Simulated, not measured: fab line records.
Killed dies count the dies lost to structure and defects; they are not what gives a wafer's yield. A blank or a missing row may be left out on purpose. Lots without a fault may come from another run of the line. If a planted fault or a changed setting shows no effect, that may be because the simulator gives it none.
Matching of chambers + flow nand-harc + NHARC_A_STAIRCASE_DESCUM_168 on rie-diel-02: 4 sister chambers
The step chemistry O2, time 3 s. 4 wafers are shown with their chamber, then 7 later ones without.

## EACH WAFER AND ITS CHAMBER
| wafer  | chamber | drypump-motor-current-A (A) |
|--------|---------|-----------------------------|
| L080.1 | 2       | 5.8                         |
| L080.3 | 3       | 5.2                         |
| L086.1 | 0       | 5.8                         |
| L086.3 | 1       | 5.6                         |

## WAFERS WITHOUT THEIR CHAMBER
| wafer  | drypump-motor-current-A (A) |
|--------|-----------------------------|
| L086.4 | 5.9                         |
| L091.1 | 5.2                         |
| L091.2 | 5.6                         |
| L091.3 | 5.9                         |
| L093.2 | 5.8                         |
| L093.3 | 5.9                         |
| L093.6 | 5.6                         |

## WHICH CHAMBER EACH WENT THROUGH
| wafer  | from the rows above     | in truth |
|--------|-------------------------|----------|
| L086.4 | can't be placed: 0 or 2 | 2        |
| L091.1 | 3                       | 3        |
| L091.2 | 1                       | 1        |
| L091.3 | can't be placed: 0 or 2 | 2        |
| L093.2 | can't be placed: 0 or 2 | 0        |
| L093.3 | can't be placed: 0 or 2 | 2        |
| L093.6 | 1                       | 1        |
Correctly placed: 3 of 7. These rows do not allow placing 4 (true chamber among the candidates in 4). Placed wrongly: 0.
How it was worked out, from the rows above alone: a wafer's distance from a chamber is the root of the sum, over the readings, of the square of ((its reading less the chamber's mean) divided by the reading's scatter). The wafer belongs to the nearest chamber; if the next one is less than 2 further off, it can't be placed. A chamber's mean is the mean of its shown wafers. The scatter: with one shown wafer a chamber, the root of the mean of the squares of how far each hidden wafer lies from its nearest shown one.
